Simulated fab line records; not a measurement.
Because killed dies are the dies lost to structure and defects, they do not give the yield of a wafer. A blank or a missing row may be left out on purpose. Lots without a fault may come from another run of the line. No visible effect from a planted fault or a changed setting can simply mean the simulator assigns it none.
Matching of chambers | flow nand-harc | NHARC_P_GATE_DESCUM_13 on rie-diel-07: 4 sister chambers
The step chemistry O2, time 3 s. 8 wafers are shown with their chamber, then 10 later ones without.

## EACH WAFER AND ITS CHAMBER
wafer  | chamber | rf-vpp-V (V) | oes-product-au (a.u.)
L074.2 | 0       | 57.2         | 1.005
L075.5 | 0       | 57.1         | 0.985
L077.5 | 2       | 56.4         | 0.998
L082.4 | 2       | 58.3         | 1.009
L083.3 | 3       | 57.0         | 1.005
L083.6 | 1       | 58.9         | 1.004
L088.1 | 1       | 56.5         | 0.997
L088.3 | 3       | 57.7         | 1.008

## WAFERS MISSING THEIR CHAMBER
wafer  | rf-vpp-V (V) | oes-product-au (a.u.)
L088.6 | 59.1         | 1.002
L089.1 | 58.7         | 1.012
L089.4 | 58.6         | 1.004
L089.5 | 57.1         | 0.998
L094.1 | 57.1         | 0.997
L094.2 | 57.4         | 0.986
L094.5 | 58.9         | 0.997
L097.2 | 57.3         | 1.009
L097.3 | 59.2         | 0.999
L097.6 | 58.8         | 1.007

## WHICH CHAMBER EACH ONE RAN IN
wafer  | from the rows above               | in truth
L088.6 | can't be placed: 1 or 2 or 3 or 0 | 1
L089.1 | can't be placed: 3 or 2 or 1 or 0 | 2
L089.4 | can't be placed: 1 or 2 or 3 or 0 | 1
L089.5 | can't be placed: 0 or 1 or 2 or 3 | 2
L094.1 | can't be placed: 0 or 1 or 2 or 3 | 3
L094.2 | can't be placed: 0 or 1 or 2 or 3 | 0
L094.5 | can't be placed: 1 or 2 or 0 or 3 | 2
L097.2 | can't be placed: 3 or 2 or 1 or 0 | 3
L097.3 | can't be placed: 1 or 2 or 3 or 0 | 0
L097.6 | can't be placed: 1 or 3 or 2 or 0 | 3
Correctly placed: 0 of 10. These rows do not allow placing 10 (true chamber among the candidates in 10). Number placed wrongly: 0.
How it was worked out, from the rows above alone: a wafer's distance from a chamber is the root of the sum, over the readings, of the square of ((its reading less the chamber's mean) divided by the reading's scatter). The wafer belongs to the nearest chamber; if the next one is less than 2 further off, it can't be placed. The mean given for a chamber averages the wafers shown for that chamber. How the scatter is found: for the shown wafers, subtract from each reading the mean of its chamber, square and add these, divide the total by (wafers less chambers), then take the root.
